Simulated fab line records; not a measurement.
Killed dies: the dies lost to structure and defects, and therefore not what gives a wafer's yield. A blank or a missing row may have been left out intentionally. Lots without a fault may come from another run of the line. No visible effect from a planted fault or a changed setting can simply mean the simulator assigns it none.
Chamber matching ; flow n5Finfet ; pecvd-03 running N5_BEOL_M8_PECVD_70: 3 sister chambers
The step deposits SiO2 from TEOS/O2, target thk 20 nm, time 22.7 s. 3 wafers are shown with their chamber, then 7 later ones without.

== EACH WAFER AND ITS CHAMBER ==
wafer;chamber;showerheadPlenumPTorr (Torr)
L084.3;0;8.76
L089.1;2;8.92
L089.2;1;8.75

== WAFERS WITH NO CHAMBER GIVEN ==
wafer;showerheadPlenumPTorr (Torr)
L089.5;8.73
L087.1;8.74
L087.2;8.92
L087.6;8.77
L092.3;8.74
L092.5;8.75
L092.6;8.77

== EACH ONE'S CHAMBER ==
wafer;from the rows above;in truth
L089.5;can't be placed: 1 or 0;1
L087.1;can't be placed: 1 or 0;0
L087.2;2;2
L087.6;can't be placed: 0 or 1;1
L092.3;can't be placed: 1 or 0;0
L092.5;can't be placed: 1 or 0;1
L092.6;can't be placed: 0 or 1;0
Correctly placed: 1 of 7. Cannot be placed on the basis of these rows: 6; the candidates contain the true chamber in 6. 0 placed wrongly.
How it was worked out, from the rows above alone: a wafer's distance from a chamber is the root of the sum, over the readings, of the square of ((its reading less the chamber's mean) divided by the reading's scatter). The wafer belongs to the nearest chamber; if the next one is less than 2 further off, it can't be placed. The mean given for a chamber averages the wafers shown for that chamber. The scatter (one wafer shown for each chamber): square how far every hidden wafer sits from the nearest shown wafer, average those squares and take the square root.
